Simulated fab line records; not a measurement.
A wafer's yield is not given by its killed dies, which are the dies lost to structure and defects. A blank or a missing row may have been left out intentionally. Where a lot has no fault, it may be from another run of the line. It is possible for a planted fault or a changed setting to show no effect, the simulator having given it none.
The tool behind it: which one? -- flow nand harc -- 24 lots, 72 wafers sampled, at 4 steps of a route of 1159

== WHAT THE GAUGES SHOWED, per wafer ==
NHARC_A_SGD_CUT_THK_MEAS_22: measures by ellipsometry.
lot,measured,on,thk nm (nm)
L075,day 14 02:50,film metro-02,150.7 148.1 148.7
L074,day 14 02:50,film metro-02,147.3 149.1 147.8
L079,day 14 16:48,film metro-01,147.3 147.6 148.7
L077,day 14 16:47,film metro-02,147.9 148.5 149.2
L076,day 14 16:47,film metro-01,146.9 146.0 148.3
L078,day 15 13:25,film metro-01,149.1 148.8 147.4
L081,day 16 01:05,film metro-02,149.8 150.6 148.1
L080,day 16 08:41,film metro-01,147.9 149.5 146.2
L082,day 16 12:34,film metro-02,146.9 149.0 149.3
L084,day 16 12:34,film metro-02,147.7 147.6 148.1
L083,day 16 12:34,film metro-01,148.3 147.7 149.2
L088,day 17 23:55,film metro-02,146.2 149.5 147.8
L085,day 18 00:04,film metro-02,145.5 146.0 148.2
L086,day 17 23:55,film metro-01,147.4 146.3 148.7
L087,day 18 00:01,film metro-01,147.8 146.9 150.3
L091,day 18 09:27,film metro-02,150.8 149.6 148.8
L089,day 18 09:26,film metro-01,147.5 150.5 150.1
L090,day 18 09:26,film metro-02,149.0 148.9 149.2
L092,day 18 09:35,film metro-01,146.9 148.1 148.1
L094,day 19 04:15,film metro-01,149.4 148.3 148.3
L093,day 19 04:15,film metro-02,149.1 147.4 146.2
L096,day 19 12:44,film metro-01,149.4 149.0 149.0
L095,day 19 12:43,film metro-01,147.5 146.2 147.7
L097,day 19 19:20,film metro-01,149.9 147.6 146.3

== WHAT TOOL EACH LOT RAN ON (gives the tool, then ch and the chambers of the sampled wafers, and finally the start) ==
lot,NHARC_A_STAIRCASE_ETCH_315,NHARC_A_STAIRCASE_CMP_450,NHARC_A_SGD_CUT_ETCH_58
L075,"rie diel-06 ch 1,2,3, day 13 14:25 or earlier","cmp-02 ch 1,2,3, day 13 14:25","rie diel-05 ch 0,1,2, day 13 17:20"
L074,"rie diel-01 ch 1,2, day 13 14:11 or earlier","cmp-03 ch 0,1,2, day 13 14:11","rie diel-11 ch 2,3, day 13 17:02"
L079,"rie diel-01 ch 0,1,3, day 14 08:17 or earlier","cmp-04 ch 0,1,3, day 14 08:17","rie diel-05 ch 0,2, day 14 11:08"
L077,"rie diel-02 ch 0,3, day 14 09:42 or earlier","cmp-04 ch 1,2,3, day 14 09:42","rie diel-11 ch 2,3, day 14 12:26"
L076,"rie diel-01 ch 1,2,3, day 14 08:00 or earlier","cmp-02 ch 0,1,2, day 14 08:00","rie diel-07 ch 1,3, day 14 10:50"
L078,"rie diel-02 ch 0,3, day 15 04:57 or earlier","cmp-04 ch 0,1,2, day 15 04:57","rie diel-07 ch 0,2,3, day 15 07:47"
L081,"rie diel-06 ch 0,2, day 15 13:02 or earlier","cmp-02 ch 2,3, day 15 13:02","rie diel-07 ch 0,2,3, day 15 15:56"
L080,"rie diel-02 ch 0,1,2, day 15 22:32 or earlier","cmp-04 ch 1,2,3, day 15 22:32","rie diel-07 ch 0,2,3, day 16 01:24"
L082,"rie diel-02 ch 0,2, day 16 03:17 or earlier","cmp-03 ch 0,1,2, day 16 03:17","rie diel-11 ch 0,1, day 16 06:01"
L084,"rie diel-06 ch 0,2,3, day 16 03:31 or earlier","cmp-04 ch 1,2, day 16 03:31","rie diel-05 ch 0,3, day 16 06:23"
L083,"rie diel-02 ch 0,2, day 16 03:49 or earlier","cmp-03 ch 1,3, day 16 03:49","rie diel-07 ch 0,2,3, day 16 06:41"
L088,"rie diel-02 ch 1,3, day 17 14:58 or earlier","cmp-04 ch 0,2,3, day 17 14:58","rie diel-05 ch 0,1,2, day 17 17:46"
L085,"rie diel-06 ch 0,3, day 17 15:17 or earlier","cmp-02 ch 0,2,3, day 17 15:17","rie diel-07 ch 2,3, day 17 18:08"
L086,"rie diel-02 ch 0,2,3, day 17 15:47 or earlier","cmp-02 ch 1,3, day 17 15:47","rie diel-11 ch 0,1,3, day 17 18:37"
L087,"rie diel-01 ch 0,1,2, day 17 16:23 or earlier","cmp-02 ch 0,1,2, day 17 16:23","rie diel-07 ch 0,2,3, day 17 19:14"
L091,"rie diel-02 ch 0,1,3, day 18 01:08 or earlier","cmp-02 ch 2,3, day 18 01:08","rie diel-05 ch 1,2,3, day 18 04:06"
L089,"rie diel-02 ch 0,1,2, day 18 00:47 or earlier","cmp-04 ch 0,3, day 18 00:47","rie diel-11 ch 1,2,3, day 18 03:33"
L090,"rie diel-01 ch 1,3, day 18 01:25 or earlier","cmp-02 ch 0,1,3, day 18 01:25","rie diel-11 ch 1,3, day 18 04:22"
L092,"rie diel-06 ch 0,2,3, day 18 02:34 or earlier","cmp-03 ch 1,2,3, day 18 02:34","rie diel-05 ch 0,1,3, day 18 05:31"
L094,"rie diel-01 ch 0,3, day 18 19:55 or earlier","cmp-04 ch 2,3, day 18 19:55","rie diel-05 ch 1,2, day 18 22:56"
L093,"rie diel-01 ch 1,2,3, day 18 19:43 or earlier","cmp-03 ch 0,1,3, day 18 19:43","rie diel-07 ch 1,2,3, day 18 22:38"
L096,"rie diel-02 ch 0,1,2, day 19 04:20 or earlier","cmp-02 ch 1,2,3, day 19 04:20","rie diel-05 ch 1,2,3, day 19 07:16"
L095,"rie diel-01 ch 0,1, day 19 04:11 or earlier","cmp-02 ch 0,1,3, day 19 04:11","rie diel-11 ch 0,3, day 19 07:04"
L097,"rie diel-01 ch 2,3, day 19 10:38 or earlier","cmp-02 ch 0,1,2, day 19 10:38","rie diel-07 ch 1,2,3, day 19 13:29"
- NHARC_A_STAIRCASE_ETCH_315: etches the open film in C4F8/O2/Ar, target depth 2500 nm, time 607.1 s.
- NHARC_A_STAIRCASE_CMP_450: polishes SiO2, target thk 200 nm.
- NHARC_A_SGD_CUT_ETCH_58: etches the open film in CF4, target depth 39 nm, time 65 s.

== WHAT THE TOOLS THEMSELVES READ (means of the sampled wafers that have a number; where no wafer has one, the mark that the record gives instead) ==
NHARC_A_STAIRCASE_ETCH_315.
lot,tool,oes product au (a.u.),rf vpp V (V)
L075,rie diel-06,0.920,1824
L074,rie diel-01,0.931,1830
L079,rie diel-01,0.935,1832
L077,rie diel-02,0.938,1812
L076,rie diel-01,0.936,1831
L078,rie diel-02,0.921,1812
L081,rie diel-06,0.923,1824
L080,rie diel-02,0.934,1824
L082,rie diel-02,0.922,1816
L084,rie diel-06,0.935,1824
L083,rie diel-02,0.925,1818
L088,rie diel-02,0.915,1830
L085,rie diel-06,0.922,1823
L086,rie diel-02,0.924,1814
L087,rie diel-01,0.929,1829
L091,rie diel-02,0.925,1820
L089,rie diel-02,0.924,1822
L090,rie diel-01,0.937,1831
L092,rie diel-06,0.932,1823
L094,rie diel-01,0.923,1835
L093,rie diel-01,0.941,1830
L096,rie diel-02,0.940,1823
L095,rie diel-01,0.945,1825
L097,rie diel-01,0.926,1835

NHARC_A_STAIRCASE_CMP_450.
lot,tool,edge zone pressure frac,motor current A (A)
L075,cmp-02,1.000,10.5
L074,cmp-03,0.998,13.2
L079,cmp-04,0.999,10.9
L077,cmp-04,1.003,11.6
L076,cmp-02,0.999,11.1
L078,cmp-04,1.005,11.5
L081,cmp-02,0.999,10.8
L080,cmp-04,1.002,11.9
L082,cmp-03,1.000,13.4
L084,cmp-04,1.005,12.0
L083,cmp-03,1.002,13.3
L088,cmp-04,0.997,10.8
L085,cmp-02,0.995,10.9
L086,cmp-02,0.999,10.6
L087,cmp-02,1.000,10.6
L091,cmp-02,0.994,10.7
L089,cmp-04,1.000,10.2
L090,cmp-02,1.003,10.9
L092,cmp-03,1.003,12.7
L094,cmp-04,1.001,10.7
L093,cmp-03,0.999,13.2
L096,cmp-02,1.000,10.9
L095,cmp-02,0.993,11.2
L097,cmp-02,1.004,10.9

NHARC_A_SGD_CUT_ETCH_58.
lot,tool,drypump motor current A (A),oes product au (a.u.),rf vpp V (V),showerhead plenum p Torr (Torr),throttle valve pct (%)
L075,rie diel-05,6.0,0.997,151.7,1.83,13.276
L074,rie diel-11,5.2,1.004,150.5,1.71,13.289
L079,rie diel-05,6.3,1.007,151.4,1.83,13.278
L077,rie diel-11,5.2,1.000,151.2,1.70,13.284
L076,rie diel-07,5.6,0.994,150.5,1.71,13.279
L078,rie diel-07,6.0,0.995,151.8,1.79,13.284
L081,rie diel-07,6.0,1.011,151.8,1.79,13.286
L080,rie diel-07,6.0,1.011,150.5,1.79,13.292
L082,rie diel-11,6.0,1.006,152.2,1.82,13.288
L084,rie diel-05,5.9,1.006,151.1,1.77,13.278
L083,rie diel-07,6.0,1.003,152.5,1.79,13.282
L088,rie diel-05,6.0,0.996,152.0,1.83,13.289
L085,rie diel-07,5.9,1.009,150.5,1.78,13.285
L086,rie diel-11,5.7,1.006,151.4,1.76,13.293
L087,rie diel-07,6.0,1.010,151.0,1.79,13.290
L091,rie diel-05,5.6,1.002,150.9,1.78,13.279
L089,rie diel-11,5.5,0.996,151.5,1.73,13.290
L090,rie diel-11,5.4,0.998,151.0,1.70,13.292
L092,rie diel-05,5.7,1.000,151.3,1.77,13.283
L094,rie diel-05,5.9,1.005,152.2,1.84,13.283
L093,rie diel-07,5.9,0.989,150.1,1.73,13.279
L096,rie diel-05,5.5,1.002,151.7,1.78,13.283
L095,rie diel-11,5.5,1.005,151.1,1.76,13.295
L097,rie diel-07,5.9,0.994,151.0,1.73,13.288

== THE ANSWER, worked out from the rows above alone ==
Rule: the lots themselves supply what counts as usual. Put in order of their means at a reading, lots are off if they are a third of the lots or fewer, leave a main group of 4 or more, and stand apart from it by a gap of 3 or more times the standard deviation of the main group's means; of several such gaps the widest counts. If all means in a main group match to the digits the tables above print for the reading, that group is not used. A lot without any number at a reading at which 4 lots or more have one is off too. Any other lot the step has rows for is counted as sound. Order of review: gauges by route order, followed by the tools' own readings, for which a lot's mean as printed above is used. At the first step where some lot is off, the reading lying furthest off is the one used; lots without a number count as furthest.
Nothing can be told from this: no lot is off at any reading shown.

== WHAT THE SIMULATOR HAD PUT IN ==
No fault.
